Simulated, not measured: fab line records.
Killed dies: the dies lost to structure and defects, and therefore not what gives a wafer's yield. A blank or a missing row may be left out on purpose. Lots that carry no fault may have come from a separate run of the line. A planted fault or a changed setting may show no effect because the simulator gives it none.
Struck lot and sound lot, side by side + flow nandHarc + 15 out of 1159 route steps
Sound: wafers L674.1, L674.3, L674.5. Wafers struck: L678.2, L678.4, L678.6. The cause is named last.
Order at every step that has rows: each side's tool, ch and its chambers, its first start. Under that, the readings that differ: sound wafers + struck wafers + difference of the means + sigmas: that difference in standard deviations of wafers without a fault.
alike: readings whose means differ by less than 2 such deviations, and words and numbers that are the same on both sides. not compared: withheld readings, readings that some wafer has no value for, bounds like >300 that may hide the same value, and numbers for which the record gives no deviation and whose values overlap.
The two part at a step that has a row with sigmas, a row that says differs or no value, or rows on one side only. Non-overlapping numbers with no deviation appear without sigmas and do not part them. Lack of a reading on every wafer of one side parts them only where that side has two or more wafers.

first, 4 steps without rows for these wafers: NHARC_A_M0_EBR_05; NHARC_A_M0_EXPOSE_06 (exposes mask A M0, target cd 80 nm); NHARC_A_M0_PEB_07 (peb time 65 s); NHARC_A_M0_DEVELOP_08 (develop time 35 s).
NHARC_A_M0_CD_MEAS_09 targets a cd of 80 nm.
  sound on cdSem-02 ch 0, day 19 17:59; struck on cdSem-03 ch 0, day 20 21:20
  alike: cdNm
NHARC_A_M0_OVL_MEAS_10: pitch 160 nm.
  sound: overlay-02 at day 19 18:04; struck: overlay-01 at day 20 21:26
  alike: overlayXNm, overlayYNm
NHARC_A_M0_INSPECT_11:
  sound: defectInspect-01 at day 19 18:07; struck: defectInspect-01 at day 20 21:28
  alike: rawDefectCount
NHARC_A_M0_DESCUM_14: chemistry O2, time 3 s.
  sound on rieDiel-13 ch 0,1,2, day 19 18:11; struck on rieDiel-06 ch 0,1,3, day 20 21:32
  alike: drypumpMotorCurrentA, oesProductAu, rfVppV, showerheadPlenumPTorr, throttleValvePct
  not compared: rfHoursCounterH
NHARC_A_M0_ETCH_34: etches the open film in N2/H2, target depth 40 nm, overetch 12 nm, time 43.94 s.
  sound on rieDiel-13 ch 0,1,3, day 19 18:16; struck on rieDiel-06 ch 0,1,2, day 20 21:37
  alike: drypumpMotorCurrentA, oesProductAu, rfVppV, showerheadPlenumPTorr, throttleValvePct
  not compared: rfHoursCounterH
NHARC_A_M0_ETCH_15: etches the open film in C4F8/Ar, target depth 150 nm, overetch 15 nm, time 82.5 s.
  sound on rieDiel-13 ch 0,1; struck on rieDiel-06 ch 0,2,3
  alike: oesProductAu, rfVppV
  not compared: rfHoursCounterH
NHARC_A_M0_CD_MEAS_16:
  sound: cdSem-03 at day 19 18:28; struck: cdSem-03 at day 20 21:50
  alike: cdNm
NHARC_A_M0_STRIP_18: strips in N2/H2.
  sound on rieDiel-06 ch 0,1,2, day 19 18:34; struck on rieDiel-01 ch 1,2, day 20 21:54
  alike: chamberPressureMTorr, drypumpMotorCurrentA, oesProductAu, rfVppV, showerheadPlenumPTorr, throttleValvePct
  not compared: rfHoursCounterH
NHARC_A_M0_STRIP_19: strips in post etch residue remover, time 600 s.
  sound on wetBench-04 ch 0,1,5, day 19 18:49; struck on wetBench-01 ch 0,6,7, day 20 22:11
  no value came back on the struck wafers for bathHeatDutyPct (%), runLengthS (s); on the sound wafers bathHeatDutyPct (%) reads 10.4 11.5 11.4
NHARC_A_M0_DEGAS_28: time 60 s.
  sound: pvdSputter-03 at day 19 19:05; struck: pvdSputter-03 at day 20 22:27
  alike: heaterPowerW
NHARC_END_SORT_01:
  at this point the record logs the struck wafers (prober-02 ch 0, day 22 20:13) and has no rows for the sound ones

== WHERE THEY PART ==
First at NHARC_A_M0_STRIP_19; last, within this record, at NHARC_END_SORT_01.

WHY: the cause the simulator had injected
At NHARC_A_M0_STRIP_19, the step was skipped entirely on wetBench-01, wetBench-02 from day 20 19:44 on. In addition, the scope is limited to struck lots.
